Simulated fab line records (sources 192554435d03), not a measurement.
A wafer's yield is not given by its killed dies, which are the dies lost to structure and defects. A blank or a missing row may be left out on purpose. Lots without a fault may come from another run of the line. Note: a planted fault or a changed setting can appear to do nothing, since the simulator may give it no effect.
A lot that was struck, set against a sound lot :: flow n5-finfet :: 37 steps out of a route of 1938
Sound: these wafers, L428.1, L428.3, L428.6. Struck: wafer L441.3. (L441.2 of the same lot was not struck and is left out.) The cause comes at the end.
At each step with rows: each side's tool, then ch and its chambers, then its first start. Under that, the readings that differ: sound wafers :: struck wafers :: difference of the means :: sigmas: that difference in standard deviations of wafers without a fault.
alike: same words and numbers on both sides, and readings whose means sit less than 2 such deviations apart. not compared: any withheld reading, any reading some wafer has no value for, any bound like >300 that may hide the same value, and any number with overlapping values for which the record gives no deviation.
A row with sigmas, a row that says differs or no value, or rows on one side alone: a step with any of these is where the two part. When numbers do not overlap yet have no deviation, they are printed without sigmas and do not part them. Lack of a reading on every wafer of one side parts them only where that side has two or more wafers.

first, 9 steps without rows for these wafers: N5_BEOL_M13_PRE_CLEAN_42 (time 30 s); N5_BEOL_M13_SPUTTER_43 (material TaN, target thk 15 nm, time 24.19 s); N5_BEOL_M13_SPUTTER_44 (material Ta, target thk 10 nm, time 16.13 s); N5_BEOL_M13_SPUTTER_45 (material Cu, target thk 80 nm, time 13.33 s); N5_BEOL_M13_ECD_47 (material Cu, target thk 936 nm); N5_BEOL_M13_ANNEAL_48 (time 90 s); N5_BEOL_M13_CMP_49 (polishes, stops on SiOC, t overpolish 17.1 s, target thk 420 nm); N5_BEOL_M13_PRE_CLEAN_52 (time 15 s); N5_BEOL_M13_DEP_53 (deposits SiCN from 3MS/NH3, target thk 50 nm, time 17.8 s).
N5_BEOL_M14_ILD_DEP_00: deposits SiO2 from TEOS/O2, target thk 1119.3 nm, time 237.4 s.
  sound on pecvd-02 ch 0,1,2, day 15 19:07; struck on pecvd-02 ch 2, day 19 12:10
reading: heater-power-w (W)
sound: 625 645 376
struck: 718
difference: +169
sigmas: +2

reading: run-length-s (s)
sound: 280.7 278.9 281.1
struck: 266.7
difference: -13.5
sigmas: -23

reading: model.SiO2_of_BEOL_M14_ILD_DEP_00.thk-nm (nm)
sound: 1107 1119 1140
struck: 1070
difference: -52
sigmas: 
  alike: chamber-pressure-Torr, showerhead-plenum-p-Torr, throttle-valve-pct
  not compared: since-wet-clean-h
N5_BEOL_M14_THK_MEAS_01:
  struck on film-metro-02, day 19 12:21; sound on film-metro-01, day 15 19:18
reading: M14_ILD_THK (nm)
sound: 1107 1119 1140
struck: 1070
difference: -52
sigmas: -3
then, 10 steps without rows for these wafers: N5_BEOL_M14_COAT_58 (time 60 s, resist thk 89 nm); N5_BEOL_M14_COAT_04 (resist thk 800 nm); N5_BEOL_M14_EBR_06; N5_BEOL_M14_SOFTBAKE_05 (time 60 s); N5_BEOL_M14_EXPOSE_07 (exposes mask V13); N5_BEOL_M14_PEB_08 (peb time 90 s); N5_BEOL_M14_DEVELOP_09 (develop time 45 s); N5_BEOL_M14_HARDBAKE_14 (time 120 s); N5_BEOL_M14_DESCUM_15 (chemistry O2, time 7.9 s); N5_BEOL_M14_ETCH_59 (etches BARC in N2/H2, target depth 89 nm, overetch 26.7 nm, time 67.9 s).
N5_BEOL_M14_VIA_ETCH_16: etches SiO2 in C4F8/O2/Ar, target depth 1231.3 nm.
  sound on rie-diel-01 ch 0,2, day 15 19:47; struck on rie-diel-01 ch 0, day 19 12:53
reading: model.etch.depth-nm (nm)
sound: 1107 1119 1140
struck: 1070
difference: -52
sigmas: 

reading: model.coat_of_BEOL_M14_COAT_04.thk-nm (nm)
sound: 458.6 460.2 454.2
struck: 467.4
difference: +9.7
sigmas: 
  alike: drypump-motor-current-A, oes_f_703_au, oes-product-au, rf-vpp-V, showerhead-plenum-p-Torr, throttle-valve-pct
then, 13 steps without rows for these wafers: N5_BEOL_M14_STRIP_63 (strips in O2); N5_BEOL_M14_STRIP_64 (strips in O2); N5_BEOL_M14_STRIP_71 (strips in post etch residue remover, time 60 s); N5_BEOL_M14_SRD_72 (time 30 s, dry time 30 s); N5_BEOL_M14_COAT_65 (time 60 s, resist thk 450 nm); N5_BEOL_M14_COAT_66 (time 60 s, resist thk 110 nm); N5_BEOL_M14_COAT_22 (resist thk 300 nm); N5_BEOL_M14_EBR_24; N5_BEOL_M14_SOFTBAKE_23 (time 60 s); N5_BEOL_M14_EXPOSE_25 (exposes mask M14, target cd 280 nm); N5_BEOL_M14_PEB_26 (peb time 90 s); N5_BEOL_M14_DEVELOP_27 (develop time 45 s); N5_BEOL_M14_HARDBAKE_32 (time 120 s).
N5_BEOL_M14_CMP_49: polishes, stops on SiO2, t overpolish 5.2 s, target thk 560 nm.
  sound on cmp-04 ch 1,3, day 15 23:25; struck on cmp-04 ch 2, day 19 17:16
reading: model.SiO2_of_BEOL_M14_ILD_DEP_00.thk-nm (nm)
sound: 1025 1040 1060
struck: 988.8
difference: -52.9
sigmas: 
  alike: motor-current-A, slurry-flow-ml-min
next, for these wafers, 1 step has no rows: N5_PASSIVATION_PROBE_49.

WHERE THEY PART
At N5_BEOL_M14_ILD_DEP_00 first; at N5_BEOL_M14_THK_MEAS_01 last (within this record only). Later steps at which nothing parts them and some readings are alike: N5_BEOL_M14_VIA_ETCH_16, N5_BEOL_M14_CMP_49.

WHY: what had been put in by the simulator
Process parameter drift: pecvd-02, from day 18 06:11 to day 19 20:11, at N5_BEOL_M14_ILD_DEP_00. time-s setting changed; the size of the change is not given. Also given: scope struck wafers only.
